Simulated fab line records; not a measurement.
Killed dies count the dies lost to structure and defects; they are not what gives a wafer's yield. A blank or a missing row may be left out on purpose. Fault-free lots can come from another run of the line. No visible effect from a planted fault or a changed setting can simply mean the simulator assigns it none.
What tool caused it? ; flow nand-harc ; Sampling: 10 lots, 30 wafers, 2 of 1302 route steps

## WHAT EACH GAUGE READ, for each wafer
NHARC_A_CHANNEL_HOLE_D1_OVL_MEAS_11. Usual: overlay-x-nm -0.3 nm, standard deviation 0.83; overlay-y-nm -0.2 nm, standard deviation 0.8.
lot;measured;on;overlay-x-nm (nm);overlay-y-nm (nm);flag
L782;day 9 15:21;overlay-02;0.7 0.1 0.3;-0.4 -0.6 -0.4;
L783;day 9 16:01;overlay-02;-0.9 -1.1 -1.1;-0.8 -0.8 -0.8;
L784;day 10 00:08;overlay-02;-0.7 0.0 -0.4;0.9 1.0 0.9;
L786;day 10 13:46;overlay-01;-1.1 -1.0 -0.7;-0.2 0.0 -0.6;
L793;day 13 22:13;overlay-01;21.5 20.9 22.4 21.7 21.6 21.5;-0.6 -0.2 -0.8 -0.8 -0.7 -1.2;OFF
L795;day 14 18:47;overlay-01;20.8 20.7 20.9 20.7 20.4 20.6;0.1 0.3 0.6 -0.2 0.2 0.1;OFF
L794;day 14 20:42;overlay-01;22.7 23.0 22.9 22.6 22.9 22.6;0.4 0.2 0.4 0.0 0.9 0.5;OFF
L800;day 16 21:48;overlay-01;-0.3 0.1 0.0;0.6 0.0 0.1;
L801;day 16 22:42;overlay-01;0.5 0.1 0.4;-1.5 -0.8 -1.1;
L803;day 17 22:47;overlay-01;-0.4 -0.4 -0.7;-0.8 -1.1 -1.0;

## WHICH TOOL RAN EACH LOT (tool, then ch and the chambers of the sampled wafers, then the start)
lot;NHARC_A_CHANNEL_HOLE_D1_EXPOSE_07
L782;arfi-scanner-03 ch 0, day 9 15:07
L783;arfi-scanner-03 ch 0, day 9 15:47
L784;arfi-scanner-01 ch 0, day 9 23:55
L786;arfi-scanner-03 ch 0, day 10 13:33
L793;arfi-scanner-03 ch 0, day 13 21:59
L795;arfi-scanner-03 ch 0, day 14 18:34
L794;arfi-scanner-03 ch 0, day 14 20:28
L800;arfi-scanner-01 ch 0, day 16 21:35
L801;arfi-scanner-01 ch 0, day 16 22:29
L803;arfi-scanner-01 ch 0, day 17 22:33
- NHARC_A_CHANNEL_HOLE_D1_EXPOSE_07: exposes mask HOLE D1, target cd 100 nm.

## AS READ BY THE TOOLS THEMSELVES (means over the sampled wafers that have a number; for cases with no such wafer, the mark the record gives instead)
NHARC_A_CHANNEL_HOLE_D1_EXPOSE_07. Usual: 59.65 for exposure-dose-mJ-cm2, sd 0.06.
lot;tool;exposure-dose-mJ-cm2;flag
L782;arfi-scanner-03;59.63;
L783;arfi-scanner-03;59.76;
L784;arfi-scanner-01;59.67;
L786;arfi-scanner-03;59.72;
L793;arfi-scanner-03;59.65;
L795;arfi-scanner-03;59.60;
L794;arfi-scanner-03;59.68;
L800;arfi-scanner-01;59.63;
L801;arfi-scanner-01;59.63;
L803;arfi-scanner-01;59.67;

## THE ANSWER, worked out from the rows above alone
Rule: lot off if the mean of its wafers having a number is beyond 3 standard deviations from the usual mean. A lot without any number at a reading at which 4 lots or more have one is off too. The other lots that the step has rows for count as sound. First the gauges in route order, then the tools' own readings, where a lot's mean is used as printed above. The first step at which some lot is off is used, and at that step the reading that is off furthest; a lot without a number counts as furthest.
Off, at NHARC_A_CHANNEL_HOLE_D1_OVL_MEAS_11 on overlay-x-nm: L793, L795, L794.
A tool fits if, at a process step before that reading, it ran every lot that is off, and no sound lot after the first of them. Those tools and the gauges at NHARC_A_CHANNEL_HOLE_D1_OVL_MEAS_11 are tried in the same way. One fits: NHARC_A_CHANNEL_HOLE_D1_EXPOSE_07 on arfi-scanner-03. A fault onset in the window from L786 (day 10 13:33, its last sound lot) to L793 (day 13 21:59, its first lot off) fits.

## WHAT HAD BEEN PUT IN BY THE SIMULATOR
Scanner matching overlay: arfi-scanner-03, from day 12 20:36 on, at NHARC_A_CHANNEL_HOLE_D1_EXPOSE_07. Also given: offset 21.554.
Shown lots that were struck: L793, L795, L794. The rule above reached the same finding.
